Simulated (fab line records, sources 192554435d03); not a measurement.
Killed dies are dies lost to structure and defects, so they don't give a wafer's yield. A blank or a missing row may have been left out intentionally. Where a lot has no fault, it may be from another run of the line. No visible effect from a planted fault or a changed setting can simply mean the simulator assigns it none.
Chamber matching    flow n5_finfet    3 sister chambers for N5_BEOL_M11_DEP_56 on pecvd-02
The step deposits SiCN from 3MS/NH3, target thk 30 nm, time 10.5 s. 16 wafers are shown with their chamber, then 8 later ones without.

== EACH WAFER AND ITS CHAMBER ==
wafer   chamber  throttle_valve_pct (%)  showerhead_plenum_p_Torr (Torr)
L573.1  1        18.4                    4.172
L573.3  0        17.4                    4.153
L573.6  1        18.3                    4.158
L571.2  2        17.2                    4.163
L571.4  0        17.5                    4.160
L571.6  1        18.3                    4.169
L580.1  2        17.0                    4.166
L580.2  1        18.3                    4.147
L580.6  2        17.1                    4.176
L579.1  2        17.1                    4.162
L579.2  0        17.7                    4.156
L579.4  0        17.6                    4.158
L582.1  2        17.0                    4.163
L582.3  0        17.9                    4.169
L582.6  1        18.2                    4.154
L583.1  0        17.7                    4.163

SIGNATURES (means of the wafers above)
reading                   chamber 0  chamber 1  chamber 2  scatter within a chamber
throttle_valve_pct        17.633     18.300     17.080     0.124
showerhead_plenum_p_Torr  4.15983    4.16000    4.16600    0.00748
Rule: for a wafer and a chamber, the distance is found by dividing, reading by reading, the gap between the wafer's reading and the chamber's mean by the reading's scatter, squaring, summing and taking the root. The wafer belongs to the nearest chamber; if the next one is less than 2 further off, it can't be placed. The scatter is the square root of a quotient: the sum, over the shown wafers, of each reading's squared deviation from its chamber's mean, divided by wafers minus chambers.

== WAFERS WHOSE CHAMBER IS MISSING ==
wafer   throttle_valve_pct (%)  showerhead_plenum_p_Torr (Torr)
L583.3  17.2                    4.176
L583.6  17.1                    4.159
L584.2  18.0                    4.149
L584.3  17.6                    4.162
L584.5  17.7                    4.160
L585.2  18.2                    4.164
L585.3  17.3                    4.165
L585.4  18.5                    4.162

== WHICH CHAMBER EACH WENT THROUGH ==
wafer   from the rows above      in truth
L583.3  2                        2
L583.6  2                        2
L584.2  can't be placed: 1 or 0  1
L584.3  0                        0
L584.5  0                        0
L585.2  1                        1
L585.3  can't be placed: 2 or 0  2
L585.4  1                        1
6 of 8 placed correctly. Not placeable from these rows: 2 (in 2, the candidates include the true chamber). Wrongly placed: 0.
